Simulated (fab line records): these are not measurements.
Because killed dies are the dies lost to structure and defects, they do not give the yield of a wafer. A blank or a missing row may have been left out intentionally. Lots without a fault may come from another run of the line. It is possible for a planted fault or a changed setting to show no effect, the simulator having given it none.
The tool behind it: which one? || flow n5-finfet || 30 wafers from 10 lots sampled at 4 of the route's 1938 steps

## WHAT EACH GAUGE READ, for each wafer
N5_BEOL_M4_RC_MEAS_101. Usual: DIBL_N 36.9 mV/V, standard deviation 1.7; DIBL_P 37.3 mV/V, standard deviation 2.3; IOFF_N 0.16 nA/um, standard deviation 0.033; IOFF_P 0.22 nA/um, standard deviation 0.04; ION_N 673 uA/um, standard deviation 12; ION_P 463 uA/um, standard deviation 8; SS_N 71.6 mV/dec, standard deviation 0.58; SS_P 73.4 mV/dec, standard deviation 0.74; VT_N 250 mV, standard deviation 3.2; VT_P -250 mV, standard deviation 3.4.
{"lot": "L270", "measured": "day 7 21:47", "on": "prober-01", "DIBL_N (mV/V)": "38.3 39.7 36.7", "DIBL_P (mV/V)": "40.6 42.2 38.1", "IOFF_N (nA/um)": "0.22 0.25 0.18", "IOFF_P (nA/um)": "0.29 0.33 0.24", "ION_N (uA/um)": "691 681 675", "ION_P (uA/um)": "471 473 467", "SS_N (mV/dec)": "71.8 73.0 72.2", "SS_P (mV/dec)": "74.1 74.5 73.4", "VT_N (mV)": "247 243 250", "VT_P (mV)": "-247 -244 -248", "flag": ""}
{"lot": "L271", "measured": "day 8 13:19", "on": "prober-02", "DIBL_N (mV/V)": "35.8 36.7 36.7", "DIBL_P (mV/V)": "38.3 38.5 39.2", "IOFF_N (nA/um)": "0.15 0.16 0.16", "IOFF_P (nA/um)": "0.19 0.20 0.21", "ION_N (uA/um)": "669 675 667", "ION_P (uA/um)": "455 463 458", "SS_N (mV/dec)": "71.9 71.5 71.4", "SS_P (mV/dec)": "74.0 73.6 74.5", "VT_N (mV)": "251 249 250", "VT_P (mV)": "-256 -255 -254", "flag": ""}
{"lot": "L272", "measured": "day 8 22:41", "on": "prober-02", "DIBL_N (mV/V)": "39.3 38.8 36.7", "DIBL_P (mV/V)": "42.2 40.3 38.6", "IOFF_N (nA/um)": "0.25 0.20 0.17", "IOFF_P (nA/um)": "0.33 0.28 0.25", "ION_N (uA/um)": "684 681 695", "ION_P (uA/um)": "475 465 480", "SS_N (mV/dec)": "72.0 71.8 72.0", "SS_P (mV/dec)": "73.5 74.5 72.9", "VT_N (mV)": "245 248 250", "VT_P (mV)": "-245 -247 -247", "flag": ""}
{"lot": "L281", "measured": "day 11 02:36", "on": "prober-01", "DIBL_N (mV/V)": "38.1 37.3 36.4", "DIBL_P (mV/V)": "37.6 38.4 37.6", "IOFF_N (nA/um)": "0.16 0.16 0.15", "IOFF_P (nA/um)": "0.21 0.24 0.22", "ION_N (uA/um)": "661 672 681", "ION_P (uA/um)": "458 470 473", "SS_N (mV/dec)": "71.7 71.2 71.1", "SS_P (mV/dec)": "73.0 73.5 73.7", "VT_N (mV)": "249 250 250", "VT_P (mV)": "-251 -247 -247", "flag": ""}
{"lot": "L284", "measured": "day 11 14:55", "on": "prober-02", "DIBL_N (mV/V)": "38.1 38.0 36.9", "DIBL_P (mV/V)": "37.7 36.8 36.9", "IOFF_N (nA/um)": "0.17 0.17 0.17", "IOFF_P (nA/um)": "0.26 0.22 0.24", "ION_N (uA/um)": "676 674 699", "ION_P (uA/um)": "469 462 477", "SS_N (mV/dec)": "71.7 71.7 71.6", "SS_P (mV/dec)": "73.6 73.1 73.4", "VT_N (mV)": "250 248 249", "VT_P (mV)": "-247 -252 -249", "flag": ""}
{"lot": "L287", "measured": "day 12 09:53", "on": "prober-01", "DIBL_N (mV/V)": "37.3 36.8 36.2", "DIBL_P (mV/V)": "38.6 38.4 38.2", "IOFF_N (nA/um)": "0.19 0.18 0.16", "IOFF_P (nA/um)": "0.23 0.25 0.23", "ION_N (uA/um)": "678 676 669", "ION_P (uA/um)": "463 463 460", "SS_N (mV/dec)": "72.3 71.2 71.0", "SS_P (mV/dec)": "73.4 73.5 73.0", "VT_N (mV)": "248 249 252", "VT_P (mV)": "-248 -247 -247", "flag": ""}
{"lot": "L290", "measured": "day 13 16:40", "on": "prober-02", "DIBL_N (mV/V)": "37.1 34.8 32.6", "DIBL_P (mV/V)": "37.2 35.2 31.7", "IOFF_N (nA/um)": "0.18 0.14 0.10", "IOFF_P (nA/um)": "0.22 0.18 0.15", "ION_N (uA/um)": "677 677 650", "ION_P (uA/um)": "461 458 449", "SS_N (mV/dec)": "71.6 70.7 69.9", "SS_P (mV/dec)": "74.7 72.4 72.3", "VT_N (mV)": "246 252 257", "VT_P (mV)": "-251 -254 -259", "flag": ""}
{"lot": "L292", "measured": "day 13 19:45", "on": "prober-02", "DIBL_N (mV/V)": "38.6 39.3 37.7", "DIBL_P (mV/V)": "39.3 39.4 38.0", "IOFF_N (nA/um)": "0.18 0.18 0.14", "IOFF_P (nA/um)": "0.24 0.23 0.21", "ION_N (uA/um)": "673 669 661", "ION_P (uA/um)": "459 459 453", "SS_N (mV/dec)": "71.7 72.6 72.0", "SS_P (mV/dec)": "73.9 74.4 73.8", "VT_N (mV)": "252 251 255", "VT_P (mV)": "-252 -253 -255", "flag": ""}
{"lot": "L291", "measured": "day 13 20:19", "on": "prober-01", "DIBL_N (mV/V)": "34.2 39.0 36.4", "DIBL_P (mV/V)": "36.0 41.1 37.0", "IOFF_N (nA/um)": "0.12 0.20 0.14", "IOFF_P (nA/um)": "0.19 0.27 0.21", "ION_N (uA/um)": "669 677 667", "ION_P (uA/um)": "467 465 464", "SS_N (mV/dec)": "71.6 72.0 71.3", "SS_P (mV/dec)": "72.4 73.9 73.9", "VT_N (mV)": "256 246 254", "VT_P (mV)": "-254 -248 -248", "flag": ""}
{"lot": "L293", "measured": "day 13 23:04", "on": "prober-02", "DIBL_N (mV/V)": "36.1 38.0 37.1", "DIBL_P (mV/V)": "35.9 37.9 36.7", "IOFF_N (nA/um)": "0.13 0.15 0.14", "IOFF_P (nA/um)": "0.19 0.22 0.20", "ION_N (uA/um)": "649 676 662", "ION_P (uA/um)": "447 464 456", "SS_N (mV/dec)": "71.3 71.4 70.7", "SS_P (mV/dec)": "72.5 73.6 73.4", "VT_N (mV)": "254 252 252", "VT_P (mV)": "-250 -249 -253", "flag": ""}

N5_MIM_TOP_LITHO_INSPECT_12: inspects for defects (macro). Usual: raw-defect-count 2.3, standard deviation 1.4.
{"lot": "L270", "measured": "day 11 21:32", "on": "defect-inspect-02", "raw-defect-count": "1 3 1", "flag": ""}
{"lot": "L271", "measured": "day 12 18:28", "on": "defect-inspect-02", "raw-defect-count": "2 0 0", "flag": ""}
{"lot": "L272", "measured": "day 13 05:38", "on": "defect-inspect-02", "raw-defect-count": "2 4 0", "flag": ""}
{"lot": "L281", "measured": "day 15 13:11", "on": "defect-inspect-01", "raw-defect-count": "4 6 5", "flag": ""}
{"lot": "L284", "measured": "day 15 13:02", "on": "defect-inspect-01", "raw-defect-count": "3 0 1", "flag": ""}
{"lot": "L287", "measured": "day 16 16:04", "on": "defect-inspect-02", "raw-defect-count": "3 0 4", "flag": ""}
{"lot": "L290", "measured": "day 17 10:11", "on": "defect-inspect-01", "raw-defect-count": "1 3 4", "flag": ""}
{"lot": "L292", "measured": "day 18 00:19", "on": "defect-inspect-02", "raw-defect-count": "2 3 4", "flag": ""}
{"lot": "L291", "measured": "day 17 08:49", "on": "defect-inspect-02", "raw-defect-count": "1 0 2", "flag": ""}
{"lot": "L293", "measured": "day 17 13:16", "on": "defect-inspect-01", "raw-defect-count": "1 3 3", "flag": ""}

N5_PASSIVATION_CD_MEAS_10: the cd target is 3000 nm. Usual: cd-nm 3001.7 nm, standard deviation 2.2.
{"lot": "L270", "measured": "day 12 02:21", "on": "cd-sem-01", "cd-nm (nm)": "2999.7 3001.7 3003.3", "flag": ""}
{"lot": "L271", "measured": "day 12 22:38", "on": "cd-sem-03", "cd-nm (nm)": "3001.2 3002.5 3001.8", "flag": ""}
{"lot": "L272", "measured": "day 13 10:26", "on": "cd-sem-02", "cd-nm (nm)": "2999.3 3000.9 2996.4", "flag": ""}
{"lot": "L281", "measured": "day 15 15:41", "on": "cd-sem-02", "cd-nm (nm)": "3003.3 3001.6 3000.4", "flag": ""}
{"lot": "L284", "measured": "day 15 15:51", "on": "cd-sem-03", "cd-nm (nm)": "3003.5 2999.4 3005.3", "flag": ""}
{"lot": "L287", "measured": "day 16 18:23", "on": "cd-sem-03", "cd-nm (nm)": "3003.0 2999.6 3002.5", "flag": ""}
{"lot": "L290", "measured": "day 17 16:25", "on": "cd-sem-01", "cd-nm (nm)": "3001.7 2998.5 2998.0", "flag": ""}
{"lot": "L292", "measured": "day 18 05:08", "on": "cd-sem-01", "cd-nm (nm)": "3003.7 3002.4 3005.5", "flag": ""}
{"lot": "L291", "measured": "day 17 11:13", "on": "cd-sem-01", "cd-nm (nm)": "3001.7 2997.2 2998.3", "flag": ""}
{"lot": "L293", "measured": "day 17 16:15", "on": "cd-sem-03", "cd-nm (nm)": "3000.8 3003.2 3005.5", "flag": ""}

## WHAT TOOL EACH LOT RAN ON (gives the tool, then ch and the chambers of the sampled wafers, and finally the start)
{"lot": "L270", "N5_BEOL_M15_CMP_49": "cmp-04 ch 0,1,2, day 11 16:53"}
{"lot": "L271", "N5_BEOL_M15_CMP_49": "cmp-02 ch 0,3, day 12 11:57"}
{"lot": "L272", "N5_BEOL_M15_CMP_49": "cmp-04 ch 0,2,3, day 13 02:29"}
{"lot": "L281", "N5_BEOL_M15_CMP_49": "cmp-03 ch 2,3, day 15 08:52"}
{"lot": "L284", "N5_BEOL_M15_CMP_49": "cmp-02 ch 0,1, day 15 08:56"}
{"lot": "L287", "N5_BEOL_M15_CMP_49": "cmp-04 ch 0,2,3, day 16 11:31"}
{"lot": "L290", "N5_BEOL_M15_CMP_49": "cmp-02 ch 0,2,3, day 17 05:13"}
{"lot": "L292", "N5_BEOL_M15_CMP_49": "cmp-02 ch 0,1, day 17 19:19"}
{"lot": "L291", "N5_BEOL_M15_CMP_49": "cmp-03 ch 0,1, day 17 04:32"}
{"lot": "L293", "N5_BEOL_M15_CMP_49": "cmp-04 ch 0,1,2, day 17 09:16"}
- N5_BEOL_M15_CMP_49: polishes, stops on SiO2, t overpolish 4.9 s, target thk 850 nm.

## WHAT THE TOOLS THEMSELVES READ (means of the sampled wafers that have a number; where no wafer has one, the mark that the record gives instead)
N5_BEOL_M15_CMP_49. Usual: barrier-field-endpoint-s 11.33 s, standard deviation 0.3; motor-current-A 8.4 A, standard deviation 0.64; overpolish-run-s 4.900 s, standard deviation 0.0089.
{"lot": "L270", "tool": "cmp-04", "barrier-field-endpoint-s (s)": 11.32, "motor-current-A (A)": 8.4, "overpolish-run-s (s)": 4.898, "flag": ""}
{"lot": "L271", "tool": "cmp-02", "barrier-field-endpoint-s (s)": 11.38, "motor-current-A (A)": 8.5, "overpolish-run-s (s)": 4.913, "flag": ""}
{"lot": "L272", "tool": "cmp-04", "barrier-field-endpoint-s (s)": 10.94, "motor-current-A (A)": 8.3, "overpolish-run-s (s)": 4.897, "flag": ""}
{"lot": "L281", "tool": "cmp-03", "barrier-field-endpoint-s (s)": 11.46, "motor-current-A (A)": 8.4, "overpolish-run-s (s)": 4.897, "flag": ""}
{"lot": "L284", "tool": "cmp-02", "barrier-field-endpoint-s (s)": 11.19, "motor-current-A (A)": 8.9, "overpolish-run-s (s)": 4.901, "flag": ""}
{"lot": "L287", "tool": "cmp-04", "barrier-field-endpoint-s (s)": 11.08, "motor-current-A (A)": 8.5, "overpolish-run-s (s)": 4.915, "flag": ""}
{"lot": "L290", "tool": "cmp-02", "barrier-field-endpoint-s (s)": 11.43, "motor-current-A (A)": 8.0, "overpolish-run-s (s)": 4.904, "flag": ""}
{"lot": "L292", "tool": "cmp-02", "barrier-field-endpoint-s (s)": 11.78, "motor-current-A (A)": 8.8, "overpolish-run-s (s)": 4.901, "flag": ""}
{"lot": "L291", "tool": "cmp-03", "barrier-field-endpoint-s (s)": 11.58, "motor-current-A (A)": 8.6, "overpolish-run-s (s)": 4.898, "flag": ""}
{"lot": "L293", "tool": "cmp-04", "barrier-field-endpoint-s (s)": 11.42, "motor-current-A (A)": 8.1, "overpolish-run-s (s)": 4.900, "flag": ""}

## THE ANSWER, worked out from the rows above alone
Rule: take the mean of a lot's wafers that have a number; if it is more than 3 standard deviations from the usual mean, the lot is off. Also off: a lot with no number at a reading for which 4 or more lots have one. All remaining lots with rows at the step are treated as sound. After the gauges, taken in route order, come the tools' own readings; for these a lot's mean is taken, as printed above. At the first step where some lot is off, the reading lying furthest off is the one used; lots without a number count as furthest.
Nothing can be told from this: no lot is off at any reading shown.

## WHAT THE SIMULATOR HAD PUT IN
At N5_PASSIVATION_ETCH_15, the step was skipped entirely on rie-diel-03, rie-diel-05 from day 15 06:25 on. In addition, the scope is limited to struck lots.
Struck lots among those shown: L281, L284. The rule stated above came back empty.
